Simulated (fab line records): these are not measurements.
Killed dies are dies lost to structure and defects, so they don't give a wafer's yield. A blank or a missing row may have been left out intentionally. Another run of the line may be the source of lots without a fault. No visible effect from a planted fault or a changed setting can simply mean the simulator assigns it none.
Matching of chambers | flow n5 finfet | N5_SD_EPI_P_ETCH_47 on rie diel-05: 3 sister chambers
The step etches SiOCN in CH3F/O2, target depth 25 nm. 14 wafers are shown with their chamber, then 5 later ones without.

WAFERS WITH THEIR CHAMBER
wafer  | chamber | showerhead plenum p Torr (Torr) | rf vpp V (V) | oes product au (a.u.)
L077.1 | 1       | 1.96                            | 127.2        | 0.83
L077.2 | 3       | 2.06                            | 124.1        | 0.74
L077.3 | 2       | 2.02                            | 132.5        | 0.83
L083.1 | 1       | 1.95                            | 125.3        | 0.81
L083.2 | 3       | 2.05                            | 123.1        | 0.73
L083.6 | 1       | 1.95                            | 126.7        | 0.81
L086.3 | 3       | 2.05                            | 123.4        | 0.72
L086.5 | 2       | 2.01                            | 131.3        | 0.80
L086.6 | 3       | 2.05                            | 123.1        | 0.72
L088.1 | 2       | 2.01                            | 131.3        | 0.80
L088.4 | 2       | 2.01                            | 131.3        | 0.81
L088.5 | 1       | 1.95                            | 126.3        | 0.81
L090.3 | 3       | 2.05                            | 123.9        | 0.72
L090.4 | 1       | 1.95                            | 125.5        | 0.80

SIGNATURES, as means of the wafers listed above
reading                  | chamber 1 | chamber 2 | chamber 3 | scatter within a chamber
showerhead plenum p Torr | 1.9520    | 2.0125    | 2.0520    | 0.00462
rf vpp V                 | 126.200   | 131.600   | 123.520   | 0.639
oes product au           | 0.8120    | 0.8100    | 0.7260    | 0.0113
Rule: for each reading, subtract the chamber's mean from the wafer's reading, divide by that reading's scatter and square the result; add these up over the readings and take the root, which gives the wafer's distance from the chamber. If the next closest chamber is less than 2 further off than the closest, the wafer can't be placed; otherwise it belongs to the closest. The scatter: the root of (the sum of the squares of (reading less its chamber's mean) over the shown wafers, divided by (wafers less chambers)).

WAFERS WHOSE CHAMBER IS MISSING
wafer  | showerhead plenum p Torr (Torr) | rf vpp V (V) | oes product au (a.u.)
L090.5 | 2.01                            | 130.8        | 0.81
L094.1 | 2.01                            | 131.8        | 0.80
L094.2 | 2.05                            | 123.4        | 0.72
L094.4 | 1.95                            | 126.8        | 0.80
L096.6 | 1.95                            | 127.3        | 0.80

WHICH CHAMBER EACH ONE RAN IN
wafer  | from the rows above | in truth
L090.5 | 2                   | 2
L094.1 | 2                   | 2
L094.2 | 3                   | 3
L094.4 | 1                   | 1
L096.6 | 1                   | 1
5 of 5 placed correctly. Not placeable from these rows: 0. 0 placed wrongly.
